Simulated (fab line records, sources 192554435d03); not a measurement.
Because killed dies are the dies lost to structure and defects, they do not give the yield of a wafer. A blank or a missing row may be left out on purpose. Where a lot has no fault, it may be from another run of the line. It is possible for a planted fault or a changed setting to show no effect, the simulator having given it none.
Lot-split experiment / flow n5Finfet / 39 wafers read across 7 lots, on a route 1938 steps long

SPLIT DETAILS
At N5_BEOL_M6_PECVD_70 (deposits SiO2 from TEOS/O2, target thk 20 nm, time 22.7 s), the setting timeS was moved away from the recipe's 22.7 s on 9 of the 39 wafers read, by -45.9% to -35.9%. This setting was run at the recipe's value on the other wafers.

Reading taken at the split's own step.

THE READING
SiO2_of_BEOL_M6_PECVD_70.thkNm (the simulator's own value, which no gauge read), in nm, at N5_BEOL_M6_PECVD_70 (deposits SiO2 from TEOS/O2, target thk 20 nm, time 22.7 s). The file gives no usual value for it. Here, 30 wafers ran the recipe; their average is 20.0 nm with a standard deviation of 0.25 nm.

wafer=L076.1; tool, chamber at the split=pecvd-03, 0; timeS as run, s=12.27; against the recipe=-45.9%; SiO2_of_BEOL_M6_PECVD_70.thkNm, nm=10.8; against lot-mates on the recipe=-9.3
wafer=L076.2; tool, chamber at the split=pecvd-03, 1; timeS as run, s=12.27; against the recipe=-45.9%; SiO2_of_BEOL_M6_PECVD_70.thkNm, nm=11; against lot-mates on the recipe=-9.1
wafer=L076.3; tool, chamber at the split=pecvd-03, 2; timeS as run, s=22.7; against the recipe=recipe; SiO2_of_BEOL_M6_PECVD_70.thkNm, nm=19.8; against lot-mates on the recipe=-
wafer=L076.4; tool, chamber at the split=pecvd-03, 1; timeS as run, s=12.27; against the recipe=-45.9%; SiO2_of_BEOL_M6_PECVD_70.thkNm, nm=10.6; against lot-mates on the recipe=-9.5
wafer=L076.5; tool, chamber at the split=pecvd-03, 2; timeS as run, s=22.7; against the recipe=recipe; SiO2_of_BEOL_M6_PECVD_70.thkNm, nm=20; against lot-mates on the recipe=-
wafer=L076.6; tool, chamber at the split=pecvd-03, 0; timeS as run, s=22.7; against the recipe=recipe; SiO2_of_BEOL_M6_PECVD_70.thkNm, nm=20.4; against lot-mates on the recipe=-
wafer=L077.1; tool, chamber at the split=pecvd-01, 0,1; timeS as run, s=14.56; against the recipe=-35.9%; SiO2_of_BEOL_M6_PECVD_70.thkNm, nm=13; against lot-mates on the recipe=-6.9
wafer=L077.2; tool, chamber at the split=pecvd-01, 0,1; timeS as run, s=14.56; against the recipe=-35.9%; SiO2_of_BEOL_M6_PECVD_70.thkNm, nm=13; against lot-mates on the recipe=-6.9
wafer=L077.3; tool, chamber at the split=pecvd-01, 2; timeS as run, s=14.56; against the recipe=-35.9%; SiO2_of_BEOL_M6_PECVD_70.thkNm, nm=12.4; against lot-mates on the recipe=-7.5
wafer=L077.4; tool, chamber at the split=pecvd-01, 0; timeS as run, s=22.7; against the recipe=recipe; SiO2_of_BEOL_M6_PECVD_70.thkNm, nm=20.2; against lot-mates on the recipe=-
wafer=L077.5; tool, chamber at the split=pecvd-01, 1; timeS as run, s=22.7; against the recipe=recipe; SiO2_of_BEOL_M6_PECVD_70.thkNm, nm=20; against lot-mates on the recipe=-
wafer=L077.6; tool, chamber at the split=pecvd-01, 2; timeS as run, s=22.7; against the recipe=recipe; SiO2_of_BEOL_M6_PECVD_70.thkNm, nm=19.6; against lot-mates on the recipe=-
wafer=L083.1; tool, chamber at the split=pecvd-04, 1; timeS as run, s=22.7; against the recipe=recipe; SiO2_of_BEOL_M6_PECVD_70.thkNm, nm=20; against lot-mates on the recipe=-
wafer=L083.3; tool, chamber at the split=pecvd-04, 0; timeS as run, s=22.7; against the recipe=recipe; SiO2_of_BEOL_M6_PECVD_70.thkNm, nm=19.8; against lot-mates on the recipe=-
wafer=L083.5; tool, chamber at the split=pecvd-04, 1; timeS as run, s=22.7; against the recipe=recipe; SiO2_of_BEOL_M6_PECVD_70.thkNm, nm=20.2; against lot-mates on the recipe=-
wafer=L088.1; tool, chamber at the split=pecvd-03, 0; timeS as run, s=13.95; against the recipe=-38.5%; SiO2_of_BEOL_M6_PECVD_70.thkNm, nm=12.6; against lot-mates on the recipe=-7.6
wafer=L088.6; tool, chamber at the split=pecvd-03, 0; timeS as run, s=13.95; against the recipe=-38.5%; SiO2_of_BEOL_M6_PECVD_70.thkNm, nm=12.6; against lot-mates on the recipe=-7.6
wafer=L088.2; tool, chamber at the split=pecvd-03, 1; timeS as run, s=13.95; against the recipe=-38.5%; SiO2_of_BEOL_M6_PECVD_70.thkNm, nm=12.4; against lot-mates on the recipe=-7.8
wafer=L088.3; tool, chamber at the split=pecvd-03, 2; timeS as run, s=22.7; against the recipe=recipe; SiO2_of_BEOL_M6_PECVD_70.thkNm, nm=20; against lot-mates on the recipe=-
wafer=L088.4; tool, chamber at the split=pecvd-03, 1; timeS as run, s=22.7; against the recipe=recipe; SiO2_of_BEOL_M6_PECVD_70.thkNm, nm=20.4; against lot-mates on the recipe=-
wafer=L088.5; tool, chamber at the split=pecvd-03, 2; timeS as run, s=22.7; against the recipe=recipe; SiO2_of_BEOL_M6_PECVD_70.thkNm, nm=20.2; against lot-mates on the recipe=-
wafer=L085.1; tool, chamber at the split=pecvd-01, 1,0,2,0; timeS as run, s=22.7; against the recipe=recipe; SiO2_of_BEOL_M6_PECVD_70.thkNm, nm=20.2; against lot-mates on the recipe=-
wafer=L085.3; tool, chamber at the split=pecvd-01, 1,0,2,0; timeS as run, s=22.7; against the recipe=recipe; SiO2_of_BEOL_M6_PECVD_70.thkNm, nm=20.2; against lot-mates on the recipe=-
wafer=L085.5; tool, chamber at the split=pecvd-01, 1,0,2,0; timeS as run, s=22.7; against the recipe=recipe; SiO2_of_BEOL_M6_PECVD_70.thkNm, nm=20.2; against lot-mates on the recipe=-
wafer=L085.6; tool, chamber at the split=pecvd-01, 1,0,2,0; timeS as run, s=22.7; against the recipe=recipe; SiO2_of_BEOL_M6_PECVD_70.thkNm, nm=20.2; against lot-mates on the recipe=-
wafer=L085.2; tool, chamber at the split=pecvd-01, 2; timeS as run, s=22.7; against the recipe=recipe; SiO2_of_BEOL_M6_PECVD_70.thkNm, nm=19.8; against lot-mates on the recipe=-
wafer=L085.4; tool, chamber at the split=pecvd-01, 1; timeS as run, s=22.7; against the recipe=recipe; SiO2_of_BEOL_M6_PECVD_70.thkNm, nm=20.4; against lot-mates on the recipe=-
wafer=L086.1; tool, chamber at the split=pecvd-03, 1,2; timeS as run, s=22.7; against the recipe=recipe; SiO2_of_BEOL_M6_PECVD_70.thkNm, nm=19.6; against lot-mates on the recipe=-
wafer=L086.2; tool, chamber at the split=pecvd-03, 1,2; timeS as run, s=22.7; against the recipe=recipe; SiO2_of_BEOL_M6_PECVD_70.thkNm, nm=19.6; against lot-mates on the recipe=-
wafer=L086.3; tool, chamber at the split=pecvd-03, 0,2,1; timeS as run, s=22.7; against the recipe=recipe; SiO2_of_BEOL_M6_PECVD_70.thkNm, nm=20.2; against lot-mates on the recipe=-
wafer=L086.4; tool, chamber at the split=pecvd-03, 0,2,1; timeS as run, s=22.7; against the recipe=recipe; SiO2_of_BEOL_M6_PECVD_70.thkNm, nm=20.2; against lot-mates on the recipe=-
wafer=L086.5; tool, chamber at the split=pecvd-03, 0,2,1; timeS as run, s=22.7; against the recipe=recipe; SiO2_of_BEOL_M6_PECVD_70.thkNm, nm=20.2; against lot-mates on the recipe=-
wafer=L086.6; tool, chamber at the split=pecvd-03, 0; timeS as run, s=22.7; against the recipe=recipe; SiO2_of_BEOL_M6_PECVD_70.thkNm, nm=20.4; against lot-mates on the recipe=-
wafer=L097.1; tool, chamber at the split=pecvd-04, 1; timeS as run, s=22.7; against the recipe=recipe; SiO2_of_BEOL_M6_PECVD_70.thkNm, nm=19.6; against lot-mates on the recipe=-
wafer=L097.2; tool, chamber at the split=pecvd-04, 2,0; timeS as run, s=22.7; against the recipe=recipe; SiO2_of_BEOL_M6_PECVD_70.thkNm, nm=19.8; against lot-mates on the recipe=-
wafer=L097.4; tool, chamber at the split=pecvd-04, 2,0; timeS as run, s=22.7; against the recipe=recipe; SiO2_of_BEOL_M6_PECVD_70.thkNm, nm=19.8; against lot-mates on the recipe=-
wafer=L097.3; tool, chamber at the split=pecvd-04, 0,2; timeS as run, s=22.7; against the recipe=recipe; SiO2_of_BEOL_M6_PECVD_70.thkNm, nm=20; against lot-mates on the recipe=-
wafer=L097.6; tool, chamber at the split=pecvd-04, 0,2; timeS as run, s=22.7; against the recipe=recipe; SiO2_of_BEOL_M6_PECVD_70.thkNm, nm=20; against lot-mates on the recipe=-
wafer=L097.5; tool, chamber at the split=pecvd-04, 1; timeS as run, s=22.7; against the recipe=recipe; SiO2_of_BEOL_M6_PECVD_70.thkNm, nm=20.2; against lot-mates on the recipe=-
When a row names more than one chamber, that row covers several wafers, and the file does not tell which wafer ran in which chamber.

FIT RESULTS
A straight line over all 39 wafers: SiO2_of_BEOL_M6_PECVD_70.thkNm changes by +0.199 nm for each +1% of timeS; r = +1.00; the points scatter about the line by 0.25 nm.
The same after taking each lot's own level away (the mean of its wafers on the recipe; 39 wafers): +0.2 nm for each +1%; r = +1.00; scatter 0.23 nm.
According to that fit, moving timeS by its largest amount changes the reading by 9.2 nm.
The lots' own levels span 19.90 to 20.20 nm, that is 1.2 times the standard deviation above.
The two slopes agree, so the slope changes little with the lot-to-lot level.
Check: -9.18 nm against its lot-mates is what the line predicts for one of the wafers moved furthest among these (-45.9%) when that wafer is left out of the fit. Against them it came out at -9.27 nm.

ADDITIONAL SPLITS CARRIED BY THESE WAFERS
Note: prior to the reading, these wafers also went through further splits. Each is held against what the fit with the lots' levels taken away leaves over:
other split on the same wafers=N5_FIN_SAQP_HM_DEP_72 timeS; wafers away from the commonest value=15; r with SiO2_of_BEOL_M6_PECVD_70.thkNm (lot level and that fit taken away)=-0.06
other split on the same wafers=N5_SD_EPI_N_ETCH_45 targetDepthA; wafers away from the commonest value=15; r with SiO2_of_BEOL_M6_PECVD_70.thkNm (lot level and that fit taken away)=-0.12
other split on the same wafers=N5_HKMG_FIN_HK_ALD_01 aldCycles; wafers away from the commonest value=12; r with SiO2_of_BEOL_M6_PECVD_70.thkNm (lot level and that fit taken away)=+0.20
other split on the same wafers=N5_BEOL_M0_SAQP_PECVD_96 timeS; wafers away from the commonest value=9; r with SiO2_of_BEOL_M6_PECVD_70.thkNm (lot level and that fit taken away)=-0.11
other split on the same wafers=N5_BEOL_M4_DESCUM_33 timeS; wafers away from the commonest value=12; r with SiO2_of_BEOL_M6_PECVD_70.thkNm (lot level and that fit taken away)=-0.15

FILE'S OWN FIT
SiO2_of_BEOL_M6_PECVD_70.thkNm changes by +0.2 nm for each +1% of timeS, r = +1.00.
